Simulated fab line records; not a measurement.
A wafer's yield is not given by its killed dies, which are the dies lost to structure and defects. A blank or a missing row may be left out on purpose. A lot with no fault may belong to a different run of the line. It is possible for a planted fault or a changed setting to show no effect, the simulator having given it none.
A struck lot beside a sound one    flow n5 finfet    16 out of 1938 route steps
Sound: the wafers L549.1, L549.3, L549.4. Struck: wafer L557.2 (left out: L557.3, a lot-mate that was not struck); the cause follows at the end.
Order at every step that has rows: each side's tool, ch and its chambers, its first start. Under that, the readings that differ: sound wafers    struck wafers    difference of the means    sigmas: that difference in standard deviations of wafers without a fault.
alike: readings whose means differ by less than 2 such deviations, and words and numbers that are the same on both sides. not compared: withheld readings, readings that some wafer has no value for, bounds like >300 that may hide the same value, and numbers for which the record gives no deviation and whose values overlap.
The two part at a step that has a row with sigmas, a row that says differs or no value, or rows on one side only. Non-overlapping numbers with no deviation appear without sigmas and do not part them. A reading missing from all wafers of one side parts the sides only when that side holds two or more wafers.

first, 9 steps without rows for these wafers: N5_BEOL_M1_SOFTBAKE_23 (time 60 s); N5_BEOL_M1_EXPOSE_25 (exposes mask V0, defocus 5 nm, target cd 24 nm); N5_BEOL_M1_PEB_26 (peb time 60 s); N5_BEOL_M1_DEVELOP_27 (develop time 30 s); N5_BEOL_M1_DESCUM_33 (chemistry O2, time 7 s); N5_BEOL_M1_ETCH_77 (etches underlayer in N2/H2, target depth 6.5 nm, time 5.2 s); N5_BEOL_M1_ETCH_69 (etches SiARC in CF4, target depth 15.6 nm, time 26 s); N5_BEOL_M1_ALD_98 (deposits SiO2, target thk 2.5 nm, pulse time 1 s, co reactant pulse time 1 s); N5_BEOL_M1_ETCHBACK_99 (etches SiO2 in CHF3, target depth 5 nm, time 10.4 s).
N5_BEOL_M1_ETCH_70: etches SOC in N2/H2, target depth 80 nm, overetch 16 nm, time 120 s.
  sound on rie diel-04 ch 0,2,3, day 7 23:25; struck on rie diel-04 ch 0, day 10 01:27
reading                                     sound                 struck  difference  sigmas
chamber pressure mTorr (mTorr)              30.061 30.005 30.032  29.968  -0.065      -2
model.SiARC_of_BEOL_M1_COAT_68.thk nm (nm)  6.6 6.2 6.2           2.6     -3.7        
  alike: bias w, drypump motor current A, oes product au, rf vpp V, showerhead plenum p Torr, throttle valve pct
  not compared: rf hours counter h
then, 2 steps without rows for these wafers: N5_BEOL_M1_STRIP_71 (strips in N2/H2); N5_BEOL_M1_STRIP_78 (strips in N2/H2).
N5_BEOL_M1_VIA_ETCH_34: etches the open film in C4F6/O2, target depth 67.8 nm, time 64.4 s.
  sound on rie diel-04 ch 0,2,3, day 7 23:31; struck on rie diel-04 ch 0, day 10 01:33
reading                         sound                 struck  difference  sigmas
chamber pressure mTorr (mTorr)  15.002 15.007 15.089  14.975  -0.058      -4
model.BEOL_M1.cd nm (nm)        17.8 18 17.8          19.6    +1.7        
  alike: O2_flow_sccm, bias w, drypump motor current A, oes product au, rf vpp V, showerhead plenum p Torr, throttle valve pct
  not compared: rf hours counter h
then, 1 step without rows for these wafers: N5_BEOL_M1_STRIP_83 (strips in C4F6/O2).
N5_BEOL_M4_RC_MEAS_101:
  sound on prober-02 ch 0, day 9 13:16; struck on prober-01 ch 0, day 11 17:29
reading        sound           struck  difference  sigmas
ION_P (uA/um)  473 476 474     459     -15         -2
SS_N (mV/dec)  71.7 70.7 71.9  72.8    +1.4        +2
  alike: DIBL_N, DIBL_P, IOFF_N, IOFF_P, ION_N, SS_P, VT_N, VT_P
after that, 1 step had no rows for these wafers: N5_PASSIVATION_PROBE_49.

WHERE THEY PART
First at N5_BEOL_M1_ETCH_70; last, within this record, at N5_BEOL_M4_RC_MEAS_101.

WHY: what the simulator had put in
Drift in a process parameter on rie diel-04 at N5_BEOL_M1_ETCH_70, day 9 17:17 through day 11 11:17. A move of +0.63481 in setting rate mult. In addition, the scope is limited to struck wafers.
